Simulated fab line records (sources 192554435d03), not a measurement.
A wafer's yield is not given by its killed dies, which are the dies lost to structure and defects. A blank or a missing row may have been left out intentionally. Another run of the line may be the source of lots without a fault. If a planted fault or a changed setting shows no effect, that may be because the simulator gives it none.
Code-filled problem report in 8D (eight disciplines) form    flow n5Finfet    the parts of the form that need people (team, actions taken, sign-off) are left out

## 1. THE ISSUE
Mean of runLengthS at N5_BEOL_M10_ETCH_66: 192.8 s across 3 wafers in 3 lots; on wafers with no fault it is 203.6 s (standard deviation 0.41). That is -26 standard deviations from the usual mean.
The step: etches SOC in N2/H2, target depth 120 nm, overetch 24 nm, time 180 s.
Earliest sighting: wafer L478.4 on rieDiel-01 at day 13 03:53. The record has a number at this step for 21 wafers belonging to 7 lots. Rule for "out" (also "out of limits"): further than 4 standard deviations from the usual mean. The other wafers with a number count as sound.

## 2. WHAT IT IS AND WHAT IT IS NOT
question                     is                      is not
which readings at this step  runLengthS              drypumpMotorCurrentA, rfVppV, showerheadPlenumPTorr, throttleValvePct
which lots                   L478, L481, L482        L473, L475, L489, L490
which wafers of those lots   L478.4, L481.4, L482.5  L478.1, L478.3, L481.1, L481.6, L482.3, L482.6
read on which tools          rieDiel-01              rieDiel-02, rieDiel-06
when                         from day 13 03:53       up to then (8 sound wafers); but 10 sound wafers of L481, L482, L489, L490 came after

## 3. SUSPECTS, AND WHAT RULES EACH OUT
Counting: any tool at a process step up to the reading remains a suspect provided it ran every lot that is out. Sound lots after the first of them don't rule it out here, since some wafers of a struck lot are sound.
- rieDiel-01 at N5_BEOL_M10_DESCUM_33 (chemistry O2, time 7.9 s): kept. Every lot that is out went through it, the first being L478 (day 13 03:49); the last sound lot it ran before that was L475 (day 12 08:20).
- rieDiel-01 at N5_BEOL_M10_ETCH_65 (etches SiARC in CF4, target depth 39 nm, time 65 s): kept. Every lot that is out went through it, the first being L478 (day 13 03:50); the last sound lot it ran before that was L475 (day 12 08:22).
- rieDiel-01 at N5_BEOL_M10_ETCH_66 (etches SOC in N2/H2, target depth 120 nm, overetch 24 nm, time 180 s): kept. Every lot that is out went through it, the first being L478 (day 13 03:53); the last sound lot it ran before that was L475 (day 12 08:25). Out on those wafers are its own readings of runLengthS.
After the count, these remain: rieDiel-01 at N5_BEOL_M10_DESCUM_33, rieDiel-01 at N5_BEOL_M10_ETCH_65 and rieDiel-01 at N5_BEOL_M10_ETCH_66.

## 4. THE CAUSE (what the simulator had put in)
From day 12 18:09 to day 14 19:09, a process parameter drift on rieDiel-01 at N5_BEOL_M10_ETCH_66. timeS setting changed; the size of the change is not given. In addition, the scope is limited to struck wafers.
After counting, 3 suspects remain, this tool included.

## 5. SEQUENCE OF EFFECTS, ordered by route
Each row: a reading whose mean over the struck wafers that have a number lies more than 3 standard deviations from the usual. Only readings for which the record gives a usual standard deviation are gone through. hours: the time from each lot's start at the first step in this table that gives one to its start at this step, as a median over the lots. sigmas: the change in usual standard deviations.
hours  step                 reading     usual    on struck wafers  change  sigmas
0      N5_BEOL_M10_ETCH_66  runLengthS  203.6 s  192.8             -10.8   -26
It contains these process steps:
- N5_BEOL_M10_ETCH_66: etches SOC in N2/H2, target depth 120 nm, overetch 24 nm, time 180 s.

## 6. HOW IT WOULD HAVE BEEN CAUGHT EARLIER
The fault began at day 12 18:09; the first out-of-limits reading in this record came at day 13 03:53, 10 hours later.
